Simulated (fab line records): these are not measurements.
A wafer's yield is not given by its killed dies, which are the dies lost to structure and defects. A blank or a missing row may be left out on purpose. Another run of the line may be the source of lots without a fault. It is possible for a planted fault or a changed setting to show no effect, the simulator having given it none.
The tool behind it: which one? + flow nand-harc + 13 lots, 39 wafers sampled, at 5 steps of a route of 1302

WHAT EACH GAUGE READ, for each wafer
NHARC_END_SORT_01. Usual: killed-at-array 59, standard deviation 16; killed-at-other 0.8, standard deviation 1.1; killed-at-periphery 3.6, standard deviation 2.4; killed-dies 64, standard deviation 16; killed-open 3.4, standard deviation 1.8; killed-short 2.5, standard deviation 1.6.
| lot  | measured     | on        | killed-at-array | killed-at-other | killed-at-periphery | killed-dies | killed-open | killed-short | flag |
|------|--------------|-----------|-----------------|-----------------|---------------------|-------------|-------------|--------------|------|
| L133 | day 29 10:19 | prober-01 | 84 67 77        | 1 1 0           | 52 63 34            | 137 131 111 | 2 3 4       | 3 2 3        | OFF  |
| L134 | day 29 18:07 | prober-01 | 21 37 39        | 0 1 0           | 56 41 67            | 77 79 106   | 1 4 2       | 1 1 5        | OFF  |

TOOL THAT RAN EACH LOT (tool first, then ch and the chambers of the sampled wafers, then the start)
| lot  | NHARC_P_CONTACT_STRIP_29            | NHARC_THIN_TSV_DEP_43           | NHARC_THIN_TSV_DEP_47           | NHARC_THIN_TSV_DESCUM_35           |
|------|-------------------------------------|---------------------------------|---------------------------------|------------------------------------|
| L122 | wet-bench-09 ch 0,3,7, day 5 20:02  | pecvd-02 ch 0,2, day 23 21:28   | pecvd-02 ch 1,2, day 24 00:05   | rie-diel-13 ch 0,2,3, day 24 04:47 |
| L124 | wet-bench-09 ch 2,4,5, day 6 18:04  | pecvd-02 ch 0,2, day 24 12:26   | pecvd-02 ch 0,1, day 24 14:58   | rie-diel-04 ch 2,3, day 24 19:37   |
| L125 | wet-bench-07 ch 0,1,2, day 7 00:34  | pecvd-02 ch 1,2, day 24 16:26   | pecvd-02 ch 0,1, day 24 19:07   | rie-diel-09 ch 0,2,3, day 24 23:44 |
| L133 | wet-bench-07 ch 5,6,7, day 10 18:08 | pecvd-04 ch 0,1,2, day 28 15:54 | pecvd-02 ch 1,2, day 28 18:34   | rie-diel-04 ch 0,2,3, day 28 22:52 |
| L134 | wet-bench-07 ch 1,5,6, day 10 20:55 | pecvd-04 ch 0,1,2, day 28 21:19 | pecvd-03 ch 0,1,2, day 28 23:56 | rie-diel-04 ch 2,3, day 29 04:03   |
| L135 | wet-bench-09 ch 3,4,5, day 11 04:53 | pecvd-03 ch 0,1,2, day 28 20:10 | pecvd-03 ch 0,1,2, day 28 22:47 | rie-diel-04 ch 0,2,3, day 29 02:55 |
| L137 | wet-bench-03 ch 0,3,4, day 12 11:11 | pecvd-04 ch 0,1,2, day 31 02:27 | pecvd-03 ch 1,2, day 31 05:09   | rie-diel-04 ch 0,2,3, day 31 09:23 |
| L139 | wet-bench-09 ch 0,1,5, day 13 00:35 | pecvd-02 ch 0,2, day 30 13:07   | pecvd-03 ch 1,2, day 30 15:52   | rie-diel-09 ch 1,2,3, day 30 20:16 |
| L140 | wet-bench-07 ch 0,5,7, day 13 06:33 | pecvd-04 ch 0,1,2, day 31 03:43 | pecvd-04 ch 0,2, day 31 06:25   | rie-diel-13 ch 0,1,3, day 31 10:27 |
| L141 | wet-bench-03 ch 0,6,7, day 13 19:46 | pecvd-04 ch 0,1,2, day 31 17:25 | pecvd-02 ch 0,1,2, day 31 20:05 | rie-diel-09 ch 0,1,2, day 32 00:25 |
| L142 | wet-bench-07 ch 0,1,6, day 14 03:16 | pecvd-02 ch 0,1, day 32 02:40   | pecvd-04 ch 1,2, day 32 05:22   | rie-diel-09 ch 0,3, day 32 09:33   |
| L143 | wet-bench-07 ch 0,6,7, day 14 14:29 | pecvd-04 ch 0,1, day 32 19:14   | pecvd-04 ch 1,2, day 32 21:56   | rie-diel-09 ch 0,2, day 33 02:01   |
| L145 | wet-bench-09 ch 0,1,2, day 15 15:18 | pecvd-04 ch 1,2, day 33 04:52   | pecvd-04 ch 0,1,2, day 33 07:27 | rie-diel-13 ch 0,1, day 33 12:00   |
- NHARC_P_CONTACT_STRIP_29: strips in post etch residue remover, time 1200 s.
- NHARC_THIN_TSV_DEP_43: deposits SiO2, target thk 1328.5 nm.
- NHARC_THIN_TSV_DEP_47: deposits SiO2, target thk 200 nm.
- NHARC_THIN_TSV_DESCUM_35: chemistry O2, time 3 s.

AS READ BY THE TOOLS THEMSELVES (means over the sampled wafers that have a number; for cases with no such wafer, the mark the record gives instead)
NHARC_THIN_TSV_DEP_43. Usual: 16.0 % for throttle-valve-pct, sd 0.59.
| lot  | tool     | throttle-valve-pct (%) | flag |
|------|----------|------------------------|------|
| L122 | pecvd-02 | 16.3                   |      |
| L124 | pecvd-02 | 16.4                   |      |
| L125 | pecvd-02 | 16.5                   |      |
| L133 | pecvd-04 | 15.9                   |      |
| L134 | pecvd-04 | 16.1                   |      |
| L135 | pecvd-03 | 15.6                   |      |
| L137 | pecvd-04 | 15.9                   |      |
| L139 | pecvd-02 | 16.0                   |      |
| L140 | pecvd-04 | 16.0                   |      |
| L141 | pecvd-04 | 16.0                   |      |
| L142 | pecvd-02 | 16.3                   |      |
| L143 | pecvd-04 | 16.3                   |      |
| L145 | pecvd-04 | 15.8                   |      |

NHARC_THIN_TSV_DEP_47. Usual: 15.9 % for throttle-valve-pct, sd 0.61.
| lot  | tool     | throttle-valve-pct (%) | flag |
|------|----------|------------------------|------|
| L122 | pecvd-02 | 16.5                   |      |
| L124 | pecvd-02 | 16.6                   |      |
| L125 | pecvd-02 | 16.5                   |      |
| L133 | pecvd-02 | 16.1                   |      |
| L134 | pecvd-03 | 15.5                   |      |
| L135 | pecvd-03 | 15.5                   |      |
| L137 | pecvd-03 | 15.7                   |      |
| L139 | pecvd-03 | 16.0                   |      |
| L140 | pecvd-04 | 15.7                   |      |
| L141 | pecvd-02 | 16.2                   |      |
| L142 | pecvd-04 | 16.4                   |      |
| L143 | pecvd-04 | 15.8                   |      |
| L145 | pecvd-04 | 16.1                   |      |

NHARC_THIN_TSV_DESCUM_35. Usual: drypump-motor-current-A 5.9 A, standard deviation 0.36; oes-product-au 1.004 a.u., standard deviation 0.01; rf-vpp-V 57.8 V, standard deviation 0.89; showerhead-plenum-p-Torr 1.95 Torr, standard deviation 0.054; throttle-valve-pct 11.310 %, standard deviation 0.0096.
| lot  | tool        | drypump-motor-current-A (A) | oes-product-au (a.u.) | rf-vpp-V (V) | showerhead-plenum-p-Torr (Torr) | throttle-valve-pct (%) | flag |
|------|-------------|-----------------------------|-----------------------|--------------|---------------------------------|------------------------|------|
| L122 | rie-diel-13 | 6.0                         | 1.008                 | 58.4         | 1.97                            | 11.313                 |      |
| L124 | rie-diel-04 | 5.6                         | 1.017                 | 57.6         | 1.92                            | 11.305                 |      |
| L125 | rie-diel-09 | 6.0                         | 1.005                 | 57.9         | 1.97                            | 11.314                 |      |
| L133 | rie-diel-04 | 5.8                         | 1.006                 | 57.8         | 1.96                            | 11.305                 |      |
| L134 | rie-diel-04 | 5.5                         | 1.008                 | 57.9         | 1.94                            | 11.304                 |      |
| L135 | rie-diel-04 | 5.8                         | 1.005                 | 58.3         | 1.96                            | 11.311                 |      |
| L137 | rie-diel-04 | 5.8                         | 1.012                 | 57.7         | 1.96                            | 11.309                 |      |
| L139 | rie-diel-09 | 5.7                         | 1.004                 | 57.4         | 1.98                            | 11.327                 |      |
| L140 | rie-diel-13 | 5.9                         | 0.998                 | 56.6         | 1.90                            | 11.303                 |      |
| L141 | rie-diel-09 | 6.0                         | 0.999                 | 58.1         | 1.94                            | 11.315                 |      |
| L142 | rie-diel-09 | 5.8                         | 1.012                 | 58.0         | 1.97                            | 11.298                 |      |
| L143 | rie-diel-09 | 6.3                         | 1.003                 | 58.3         | 1.93                            | 11.306                 |      |
| L145 | rie-diel-13 | 6.1                         | 1.004                 | 57.3         | 1.87                            | 11.307                 |      |

THE ANSWER, worked out from the rows above alone
Rule: lot off if the mean of its wafers having a number is beyond 3 standard deviations from the usual mean. A lot without any number at a reading at which 4 lots or more have one is off too. Any other lot the step has rows for is counted as sound. After the gauges, taken in route order, come the tools' own readings; for these a lot's mean is taken, as printed above. At the first step where some lot is off, the reading lying furthest off is the one used; lots without a number count as furthest.
Off, at NHARC_END_SORT_01 on killed-at-periphery: L133, L134. Neither off nor sound, because the step has no rows for them: L122, L124, L125, L135, L137, L139, L140, L141, L142, L143, L145.
If a tool, at a process step before that reading, ran all the lots that are off and no sound lot after the first of them, it fits. Those tools and the gauges at NHARC_END_SORT_01 are tried in the same way. Can't be told from this: 4 tools fit, wet-bench-07 at NHARC_P_CONTACT_STRIP_29, pecvd-04 at NHARC_THIN_TSV_DEP_43, rie-diel-04 at NHARC_THIN_TSV_DESCUM_35, prober-01 at NHARC_END_SORT_01.

WHAT WAS PUT IN BY THE SIMULATOR
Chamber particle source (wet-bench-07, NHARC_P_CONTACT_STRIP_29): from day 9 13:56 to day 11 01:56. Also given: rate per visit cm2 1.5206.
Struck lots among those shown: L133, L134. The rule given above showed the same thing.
